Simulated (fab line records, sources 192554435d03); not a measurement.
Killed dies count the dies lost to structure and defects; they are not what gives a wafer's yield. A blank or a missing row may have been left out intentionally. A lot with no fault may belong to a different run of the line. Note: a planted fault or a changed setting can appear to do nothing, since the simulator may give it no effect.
One fault seen from 3 desks :: flow n5_finfet :: each desk holds nothing but its own numbers, with what lay behind them at the end

== THE DEFECT DESK ==
What the inspections along the route counted, lot by lot: means of the sampled wafers that have a number. A lot is out of limits, marked OUT, if its mean lies more than 4 standard deviations from the usual mean; the brackets give that distance.
Columns: A = raw_defect_count at N5_BEOL_M6_INSPECT_30, usual 458
lot: L280
first seen here: day 9 01:09
A: 388

lot: L281
first seen here: day 9 06:32
A: 390

lot: L282
first seen here: day 9 17:35
A: 369

lot: L285
first seen here: day 11 02:37
A: 466

lot: L298
first seen here: day 13 17:59
A: 378

lot: L299
first seen here: day 14 15:01
A: 556

lot: L300
first seen here: day 14 22:31
A: 434
This desk found nothing out of limits on any of the 7 lots.

== THE TOOL OWNER'S DESK: rie_diel-01 ==
The tool's own readings at N5_BEOL_M6_VIA_ETCH_34 (etches SiCOH lowk in C4F6/O2, target depth 126.3 nm, time 50.9 s): means of the sampled wafers that have a number, for each lot that ran on this tool. A lot is out of limits, marked OUT, if its mean lies more than 4 standard deviations from the usual mean; the brackets give that distance.
Columns: A = drypump_motor_current_A at N5_BEOL_M6_VIA_ETCH_34, usual 5.50 A; B = oes_product_au at N5_BEOL_M6_VIA_ETCH_34, usual 0.80 a.u.; C = rf_vpp_V at N5_BEOL_M6_VIA_ETCH_34, usual 663 V; D = showerhead_plenum_p_Torr at N5_BEOL_M6_VIA_ETCH_34, usual 2.81 Torr; E = throttle_valve_pct at N5_BEOL_M6_VIA_ETCH_34, usual 20.95 %
lot: L280
first seen here: day 9 01:24
A: 5.48
B: 0.80
C: 664
D: 2.87
E: 20.87

lot: L282
first seen here: day 9 17:48
A: 5.22
B: 0.88
C: 669
D: 2.87
E: 20.87

lot: L285
first seen here: day 11 02:49
A: 5.48
B: 0.78
C: 664
D: 2.86
E: 20.89

lot: L298
first seen here: day 13 18:40
A: 5.45
B: 0.70
C: 662
D: 2.80
E: 20.68

lot: L299
first seen here: day 14 15:17
A: 5.52
B: 0.71
C: 662
D: 2.85
E: 21.03

lot: L300
first seen here: day 14 22:44
A: 5.12
B: 0.71
C: 674
D: 2.88
E: 21.02
This desk found nothing out of limits on any of the 6 lots.

== METROLOGY DESK ==
Means of the sampled wafers that have a number, per lot and without regard to the tool the lot ran on: this is what the gauges read. A lot is out of limits, marked OUT, if its mean lies more than 4 standard deviations from the usual mean; the brackets give that distance.
Columns: A = cd_nm at N5_BEOL_M6_CD_MEAS_28, usual 39.98 nm; B = V5_OVL at N5_BEOL_M6_OVL_MEAS_29, usual -0.4 nm
lot: L280
first seen here: day 9 01:04
A: 39.85
B: 0.1

lot: L281
first seen here: day 9 06:26
A: 40.30
B: -0.2

lot: L282
first seen here: day 9 17:30
A: 40.00
B: -1.0

lot: L285
first seen here: day 11 02:31
A: 39.89
B: -0.4

lot: L298
first seen here: day 13 17:54
A: 40.05
B: 0.5

lot: L299
first seen here: day 14 14:55
A: 39.80
B: -0.4

lot: L300
first seen here: day 14 22:26
A: 40.24
B: -0.9
This desk found nothing out of limits on any of the 7 lots.

== TAKEN TOGETHER ==
Nothing out of limits was seen by the defect desk.
The tool owner's desk saw nothing out of limits.
Nothing out of limits was seen by the metrology desk.

== WHAT THE SIMULATOR HAD PUT IN ==
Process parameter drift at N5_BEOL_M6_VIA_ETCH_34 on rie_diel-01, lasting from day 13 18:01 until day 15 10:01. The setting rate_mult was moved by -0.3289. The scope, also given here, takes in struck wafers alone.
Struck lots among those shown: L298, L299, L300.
